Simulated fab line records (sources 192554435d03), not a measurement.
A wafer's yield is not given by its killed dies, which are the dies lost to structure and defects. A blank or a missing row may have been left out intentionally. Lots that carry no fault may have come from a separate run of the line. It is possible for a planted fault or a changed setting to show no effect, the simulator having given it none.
fab line records	flow n5_finfet
[record] lots = 10	wafers = 28	last_day = 17
route steps=1938 shown BEOL_M4@1063 PASSIVATION@1936
lots untouched by any fault: they come from a run of this same line in which no faults occurred
start_h: the number of hours between the record's first day and the start of the first shown wafer of the lot	wait_h: how many hours have passed since the lot's step before this one	" as in the row above	L1.1+2: a single row standing in for several wafers	- either no value or no given start	* or withheld: withheld	< > ~ a bound
route shown NAME@n: names a module that has steps shown in the file, with the first one's number in the route	usual: mean and standard deviation over wafers with no fault	same: alike in all rows	chamber/n: place in a boat	sites: per-site readings	_std_site: standard deviation of those values	_edge_site: inner sites' mean taken away from outer sites' mean	radius_mm: for every site, how far away it sits from the centre of the wafer	mask NAME#n: copy n	behind: the most recent tool/chamber to have shaped the wafer	hold: cause of the lot's hold/its duration in hours/its outcome	device: the n, p or np transistor that did not switch	end of line: tests of these same wafers at the route's end	a step without rows: its recipe alone	killed: dies that structure and defects cost at the first sort, which is not the same as the wafer's yield	map: the dies of a wafer, with x for killed, . for not killed, _ for no die there
set.NAME: the setting the step ran with; set.NAME@STEP: the setting that earlier step ran with	model.NAME: the simulator's own value behind a step, which no gauge read
one table for each step of the route and one row for each wafer, over a sample of lots
services: a tool's chamber out of use, with start hour (start_h, from the record's first day; less than 0 if before it), hours out, and reason
[[steps]]
[step N5_BEOL_M4_ETCHBACK_99]
[recipe] chemistry = CHF3	target = SiO2	target_depth_a = 50	time_s = 10.4	source_w = 215	bias_w = 47	Ar_flow_sccm = 200	CHF3_flow_sccm = 12	ion_energy_ev = 100	pressure_mtorr = 30
[usual] CHF3_flow_sccm = 12.01/0.036	drypump_motor_current_A = 5.6/0.44	oes_product_au = 0.83/0.078	rf_vpp_V = 242/4.9	showerhead_plenum_p_Torr = 2.17/0.056	throttle_valve_pct = 16.99/0.18
lot.wafer	tool	chamber	start_h	wait_h	CHF3_flow_sccm	drypump_motor_current_A	oes_product_au	rf_hours_counter_h	rf_vpp_V	showerhead_plenum_p_Torr	throttle_valve_pct
L485.2	rie_diel-06	2	183.54	2.4	12.01	5.3	0.86	54	245	2.26	16.80
L485.3	"	1	"	"	11.97	6.2	0.71	213	237	2.05	17.17
L485.5	"	0	"	"	12.03	5.3	0.76	-	240	2.14	17.22
L489.2	rie_diel-05	2	200.13	7.5	12.00	5.8	0.87	55	244	2.08	17.07
L489.3	"	1	"	"	11.94	5.8	0.89	43	247	2.08	17.01
L489.4	"	0	"	"	11.97	5.7	0.80	-	237	2.18	16.78
L490.2	rie_diel-06	1	200.88	4.1	12.02	6.1	0.69	219	236	2.05	17.18
L490.4	"	3	"	"	12.02	5.1	0.94	4	247	2.22	16.94
L490.5	"	2	"	"	12.01	5.3	0.84	-	246	2.25	16.79
L492.1	rie_diel-01	1	205.48	3.5	11.96	6.1	0.83	91	238	2.18	17.12
L492.6	"	1	"	"	11.98	6.1	0.82	-	238	2.18	17.11
L491.2	rie_diel-05	0	209.26	2.1	12.07	5.7	0.78	108	236	2.18	16.78
L491.5	"	0	"	"	12.08	5.7	0.80	-	237	2.18	16.79
L491.6	"	1	"	"	12.04	5.9	0.89	-	247	2.08	16.99
L493.4	rie_diel-01	1	225.34	9.2	12.00	6.1	0.82	97	240	2.17	17.11
L493.5	"	2	"	"	11.97	4.9	0.91	-	248	2.19	16.82
L493.6	"	1	"	"	11.97	6.1	0.82	-	240	2.18	17.12
L503.4	rie_diel-01	2	273.86	4.1	12.00	4.9	0.87	-	248	2.18	16.84
L503.6	"	0	"	"	12.07	5.4	0.82	-	234	2.15	16.86
L504.2	rie_diel-06	3	301.48	1.1	11.99	5.1	0.89	34	246	2.20	17.02
L504.3	"	2	"	"	11.94	5.3	0.81	-	244	2.24	16.88
L504.6	"	2	"	"	11.97	5.2	0.80	-	245	2.24	16.86
L505.2	rie_diel-01	0	308.84	7.7	12.02	5.4	0.81	112	234	2.15	16.89
L505.4	"	2	"	"	11.98	4.9	0.86	76	247	2.18	16.88
L505.5	"	3	"	"	12.03	5.6	0.94	-	244	2.20	16.95
L507.2	rie_diel-06	0	311.28	0.9	11.98	5.3	0.72	207	239	2.13	17.29
L507.3	"	2	"	"	12.00	5.3	0.81	102	244	2.24	16.86
L507.5	"	3	"	"	12.01	5.1	0.87	-	246	2.20	17.02
[step N5_BEOL_M4_ETCH_41]
[recipe] chemistry = CH3F/O2	target = SiCN	target_depth_a = 299	taper_deg = 2	time_s = 52.5	ion_energy_ev = 120	mask_material = TiN	pressure_mtorr = 30	source_w = 395	bias_w = 75	Ar_flow_sccm = 150	CH3F_flow_sccm = 30	O2_flow_sccm = 20
[usual] drypump_motor_current_A = 5.6/0.44	oes_product_au = 0.83/0.079	rf_vpp_V = 297.6/1.3	showerhead_plenum_p_Torr = 2.02/0.053	throttle_valve_pct = 16.25/0.17
lot.wafer	tool	chamber	start_h	wait_h	drypump_motor_current_A	oes_product_au	rf_hours_counter_h	rf_vpp_V	showerhead_plenum_p_Torr	throttle_valve_pct
L485.2	rie_diel-06	2	-	-	5.2	0.86	54	299.9	2.10	16.04
L485.3	"	1	"	"	6.2	0.70	213	295.3	1.90	16.43
L485.5	"	0	"	"	5.3	0.74	-	297.5	1.99	16.44
L489.2	rie_diel-05	2	-	-	5.8	0.86	55	296.0	1.94	16.33
L489.3	"	1	"	"	5.9	0.89	43	296.0	1.93	16.24
L489.4	"	0	"	"	5.7	0.79	-	296.4	2.03	16.03
L490.2	rie_diel-06	1	-	-	6.2	0.69	219	295.2	1.90	16.44
L490.4	"	3	"	"	5.1	0.95	4	298.4	2.06	16.20
L490.5	"	2	"	"	5.3	0.85	-	300.7	2.10	16.05
L492.1	rie_diel-01	1	-	-	6.1	0.83	91	299.1	2.02	16.35
L492.6	"	1	"	"	6.1	0.83	-	297.5	2.02	16.34
L491.2	rie_diel-05	0	-	-	5.7	0.79	108	296.9	2.03	16.03
L491.5	"	0	"	"	5.7	0.79	-	298.0	2.03	16.04
L491.6	"	1	"	"	5.9	0.88	-	296.3	1.93	16.26
L493.4	rie_diel-01	1	-	-	6.1	0.82	98	297.9	2.02	16.35
L493.5	"	2	"	"	4.9	0.91	-	298.0	2.04	16.08
L493.6	"	1	"	"	6.1	0.83	-	296.5	2.02	16.35
L503.4	rie_diel-01	2	-	-	4.9	0.88	-	298.0	2.03	16.12
L503.6	"	0	"	"	5.4	0.81	-	298.1	2.01	16.13
L504.2	rie_diel-06	3	-	-	5.1	0.89	34	297.2	2.05	16.27
L504.3	"	2	"	"	5.2	0.80	-	300.0	2.09	16.12
L504.6	"	2	"	"	5.3	0.81	-	299.3	2.09	16.12
L505.2	rie_diel-01	0	-	-	5.4	0.80	112	298.6	2.00	16.15
L505.4	"	2	"	"	4.9	0.85	76	297.0	2.03	16.13
L505.5	"	3	"	"	5.6	0.95	-	297.5	2.05	16.20
L507.2	rie_diel-06	0	-	-	5.3	0.71	207	296.3	1.98	16.54
L507.3	"	2	"	"	5.3	0.80	102	298.9	2.08	16.14
L507.5	"	3	"	"	5.1	0.87	-	298.1	2.05	16.25
[step N5_BEOL_M4_ALD_84]
[recipe] material = TaN	target_thk_a = *	temp_c = 275	ald_precursor_family = PDMAT	ald_co_reactant = NH3	pressure_torr = 3	carrier_flow_sccm = 1500	pulse_time_s = 2	purge_time_s = 3	co_reactant_purge_time_s = 2	co_reactant_pulse_time_s = 3	ald_cycles = 30	precursor_vessel_temp_c = 75	precursor_vessel_pressure_torr = 26.25	precursor_vessel_carrier_sccm = 1000
[usual] co_reactant_pulse_time_s = 3/0	heater_power_outer_w = 225/24	heater_power_w = 410/42
lot.wafer	tool	chamber	start_h	wait_h	co_reactant_pulse_time_s	heater_power_outer_w	heater_power_w
L485.2	ald_metal-03	3	184.24	0.0	3	255	498
L485.3	"	0	"	"	3	218	392
L485.5	"	1	"	"	3	248	442
L489.2	ald_metal-01	2	201.41	0.1	3	227	386
L489.3	"	0	"	"	3	204	368
L489.4	"	3	"	"	3	218	414
L490.2	ald_metal-02	2	202.27	0.2	3	236	444
L490.4	"	2	"	"	3	233	439
L490.5	"	0	"	"	3	182	342
L492.1	ald_metal-02	0	206.51	0.1	3	179	348
L492.6	"	0	"	"	3	180	334
L491.2	ald_metal-02	1	210.23	0.1	2.4067	241	452
L491.5	"	0	"	"	3	180	355
L491.6	"	1	"	"	3	248	428
L493.4	ald_metal-02	1	226.60	0.2	2.4067	238	450
L493.5	"	0	"	"	3	184	341
L493.6	"	2	"	"	3	236	449
L503.4	ald_metal-01	2	274.96	0.1	3	228	389
L503.6	"	3	"	"	3	222	408
L504.2	ald_metal-02	1	302.66	0.0	3	246	440
L504.3	"	2	"	"	3	236	439
L504.6	"	1	"	"	3	238	437
L505.2	ald_metal-03	0	310.06	0.1	3	218	387
L505.4	"	3	"	"	3	254	495
L505.5	"	0	"	"	3	220	375
L507.2	ald_metal-03	2	312.73	0.1	3	227	394
L507.3	"	1	"	"	3	258	436
L507.5	"	0	"	"	3	220	389
[step N5_BEOL_M4_SPUTTER_79]
[recipe] material = Cu	target_thk_a = 45	temp_c = -20	chamber_pressure_pa = 0.07	power_w = withheld	time_s = 8.29
[usual] substrate_temp_c = -20.00/0.1	throttle_valve_pct = 30.7/0.83
lot.wafer	tool	chamber	start_h	wait_h	substrate_temp_c	throttle_valve_pct
L485.2	pvd_sputter-03	-	186.44	0.1	-20.09	31.9
L485.3	"	-	"	"	-20.29	30.7
L485.5	"	-	"	"	-20.04	30.6
L489.2	pvd_sputter-01	-	202.27	0.1	-20.02	29.6
L489.3	"	-	"	"	-20.04	29.5
L489.4	"	-	"	"	-20.00	30.5
L490.2	pvd_sputter-01	-	204.11	0.1	-20.07	29.5
L490.4	"	-	"	"	-19.85	30.5
L490.5	"	-	"	"	-19.97	30.3
L492.1	pvd_sputter-02	-	207.37	0.1	-19.86	32.5
L492.6	"	-	"	"	-20.08	29.5
L491.2	pvd_sputter-02	-	211.05	0.1	-20.18	30.8
L491.5	"	-	"	"	-19.95	31.6
L491.6	"	-	"	"	-20.11	32.7
L493.4	pvd_sputter-02	-	227.44	0.1	-20.09	30.8
L493.5	"	-	"	"	-20.01	32.5
L493.6	"	-	"	"	-19.98	31.5
L503.4	pvd_sputter-03	-	280.92	0.1	-20.06	31.5
L503.6	"	-	"	"	-20.13	30.7
L504.2	pvd_sputter-01	-	303.90	0.1	-19.99	29.6
L504.3	"	-	"	"	-19.93	30.3
L504.6	"	-	"	"	-20.06	30.5
L505.2	pvd_sputter-01	-	310.92	0.1	-19.90	29.5
L505.4	"	-	"	"	-20.02	30.6
L505.5	"	-	"	"	-19.89	30.0
L507.2	pvd_sputter-03	-	313.59	0.1	-19.85	30.6
L507.3	"	-	"	"	-20.03	31.5
L507.5	"	-	"	"	-20.11	31.5
[step N5_BEOL_M4_RC_MEAS_101]
[usual] DIBL_N = 36.0/1.7	DIBL_P = 36.2/2.3	IOFF_N = 0.16/0.03	IOFF_P = 0.21/0.036	ION_N = 679/11	ION_P = 465/7.1	SS_N = 71.4/0.58	SS_P = 73.3/0.75	VT_N = 249/3.1	VT_P = -251/3.5
lot.wafer	tool	chamber	start_h	wait_h	DIBL_N[mV/V]	DIBL_P[mV/V]	IOFF_N[nA/um]	IOFF_P[nA/um]	ION_N[uA/um]	ION_P[uA/um]	SS_N[mV/dec]	SS_P[mV/dec]	VT_N[mV]	VT_P[mV]
L485.2	prober-01	0	189.24	0.2	33.9	33.3	0.14	0.19	673	461	71.0	73.1	248	-250
L485.3	"	0	"	"	32.7	31.5	0.12	0.17	665	459	70.9	72.2	252	-253
L485.5	"	0	"	"	35.4	35.5	0.15	0.21	683	467	70.4	72.8	249	-249
L489.2	prober-02	0	206.34	0.2	36.7	36.3	0.16	0.21	684	467	70.8	73.6	249	-251
L489.3	"	0	"	"	35.8	34.3	0.14	0.17	684	462	71.0	73.2	252	-254
L489.4	"	0	"	"	35.3	34.4	0.14	0.18	674	462	70.6	72.6	251	-250
L490.2	prober-02	0	207.27	0.5	36.0	36.1	0.16	0.22	680	466	71.1	73.6	250	-249
L490.4	"	0	"	"	36.5	37.2	0.17	0.23	685	469	71.6	73.7	247	-246
L490.5	"	0	"	"	37.4	38.2	0.18	0.25	682	469	72.0	74.6	248	-248
L492.1	prober-01	0	210.02	0.0	37.9	40.0	0.17	0.19	677	452	72.1	74.2	251	-259
L492.6	"	0	"	"	38.0	40.4	0.19	0.20	688	453	72.6	74.5	248	-258
L491.2	prober-01	0	214.02	0.2	34.9	34.8	0.15	0.19	675	465	71.7	73.6	249	-253
L491.5	"	0	"	"	34.2	34.3	0.13	0.19	670	454	71.1	73.6	251	-250
L491.6	"	0	"	"	36.1	35.9	0.17	0.21	683	465	72.0	73.6	249	-251
L493.4	prober-01	0	230.55	0.5	35.2	36.6	0.13	0.20	650	455	71.3	74.1	254	-251
L493.5	"	0	"	"	36.2	37.4	0.15	0.22	667	455	71.1	72.5	251	-250
L493.6	"	0	"	"	35.6	35.9	0.14	0.18	665	458	71.6	73.0	254	-254
L503.4	prober-02	0	284.02	0.5	36.7	39.3	0.20	0.22	691	467	71.7	73.9	244	-252
L503.6	"	0	"	"	34.3	35.5	0.14	0.16	679	456	71.2	72.3	250	-255
L504.2	prober-02	0	306.69	0.2	36.4	37.7	0.16	0.22	681	469	71.8	73.6	249	-251
L504.3	"	0	"	"	37.2	38.2	0.18	0.23	680	464	71.8	74.4	249	-252
L504.6	"	0	"	"	38.1	39.5	0.20	0.25	699	476	71.8	74.7	245	-249
L505.2	prober-01	0	313.77	0.2	37.9	36.6	0.17	0.21	691	463	71.6	73.4	248	-250
L505.4	"	0	"	"	38.5	37.6	0.20	0.24	696	469	71.7	74.8	245	-247
L505.5	"	0	"	"	37.8	37.1	0.19	0.22	703	470	71.1	73.7	245	-249
L507.2	prober-01	0	316.38	0.2	37.0	37.6	0.16	0.22	687	469	71.7	73.4	250	-251
L507.3	"	0	"	"	36.6	37.2	0.17	0.22	683	462	71.3	73.8	247	-252
L507.5	"	0	"	"	38.6	39.7	0.20	0.27	688	470	72.0	74.9	245	-249
[step N5_PASSIVATION_PROBE_49]
[usual] defect_limited_yield = 91.3/1.5	killed_at_M0_to_M3 = 31/11	killed_at_M4_up = 14/5.1	killed_at_contacts = 12/5.6	killed_at_front_end = 42/12	killed_at_other = 3.8/2.9	killed_dies = 103/18	killed_open = 67/14	killed_short = 33/8	sort_bin_5_function = 5.1/1	sort_bin_6_memory = 3.2/0.75	sort_n_pass = 1077/18	sort_yield_pct = 91.3/1.5
[same] gross_dies = 1180	killed_at_back_side = 0	sort_bin_4_leakage[%] = 0	sort_bin_8_speed[%] = 0
lot.wafer	tool	chamber	start_h	wait_h	defect_limited_yield[%]	killed_at_M0_to_M3	killed_at_M4_up	killed_at_contacts	killed_at_front_end	killed_at_other	killed_dies	killed_open	killed_short	sort_bin_5_function[%]	sort_bin_6_memory[%]	sort_n_pass	sort_yield_pct[%]
L491.2	prober-01	-	339.47	0.1	91.1	15	15	11	60	4	105	73	22	4.5	3.2	1075	91.1
L503.6	prober-02	-	386.14	0.3	93.9	12	21	9	26	4	72	47	19	3.6	1.8	1108	93.9
// killed by level:class
L491.2 FIN_SAQP:geometric_particle:open=15 MOL_CONTACT_COAG:geometric_particle:open=10 HKMG_FIN:area_etch=10 STI_FIN_REVEAL:geometric_particle:open=8 GATE_CUT:geometric_particle:short=6 BEOL_M2:geometric_particle:open=6 FIN_SAQP:geometric_particle:short=5 BEOL_M4:geometric_particle:open=5
L503.6 BEOL_M4:geometric_particle:open=14 MOL_CONTACT_COAG:geometric_particle:open=7 HKMG_FIN:area_etch=6 STI_FIN_REVEAL:geometric_particle:open=3 STARTING-WAFER:geometric_particle:open=3 BEOL_M0_SAQP:geometric_particle:open=3 BEOL_M0:geometric_particle:open=3 BEOL_M3:geometric_particle:short=3
[[services]]
tool	chamber	start_h	hours	kind
rie_diel-06	3	166.60	-	clean
rie_diel-06	3	166.60	-	consumable_replace:focus_ring
rie_diel-05	3	194.37	-	clean
rie_diel-05	3	194.37	-	consumable_replace:focus_ring
rie_diel-05	3	194.37	13.7	scheduled_down
rie_diel-05	3	194.37	13.7	vent_cycle
rie_diel-06	3	225.92	16.6	repair
ald_metal-02	1	233.87	13.2	repair
rie_diel-01	3	263.49	2.6	repair
rie_diel-01	3	266.36	-	clean
rie_diel-01	3	266.36	-	consumable_replace:focus_ring
rie_diel-01	3	266.36	24.7	scheduled_down
rie_diel-01	3	266.36	24.7	vent_cycle
ald_metal-01	-	269.73	2.7	repair
rie_diel-06	1	287.58	-	clean
rie_diel-06	1	287.58	-	consumable_replace:focus_ring
rie_diel-06	1	287.58	-	consumable_replace:showerhead
rie_diel-06	1	287.58	19.8	scheduled_down
rie_diel-06	1	287.58	19.8	vent_cycle
rie_diel-05	-	290.15	2.6	repair
rie_diel-06	0	300.58	5.8	repair
[[key]]
[first_sign] step = N5_BEOL_M4_ALD_84	reading = co_reactant_pulse_time_s	direction = down	sigmas = 99+	usual = *	struck = *
effect none on later readings
met_at N5_BEOL_M4_ALD_84
struck_lots L491,L493
struck_wafers L491.2,L493.4
[baseline_loss] step = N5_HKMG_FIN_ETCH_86	wafers = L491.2
not_acting_at N5_BEOL_M4_ETCHBACK_99,N5_BEOL_M4_ETCH_41,N5_BEOL_M4_SPUTTER_79
onset_between 206.51 210.23
[fault] kind = process_parameter_drift	tool = ald_metal-02	chamber = -	onset_h = 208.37	steps = N5_BEOL_M4_ALD_84	channel = co_reactant_pulse_time_s	offset = *	shape = step	end_h = 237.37	scope = struck_wafers_only	acts_in = *	stated = *
// baseline_loss: these wafers lose ten dies or more at that step, a loss of the line's own and not of a fault; the sort's usual values leave them out
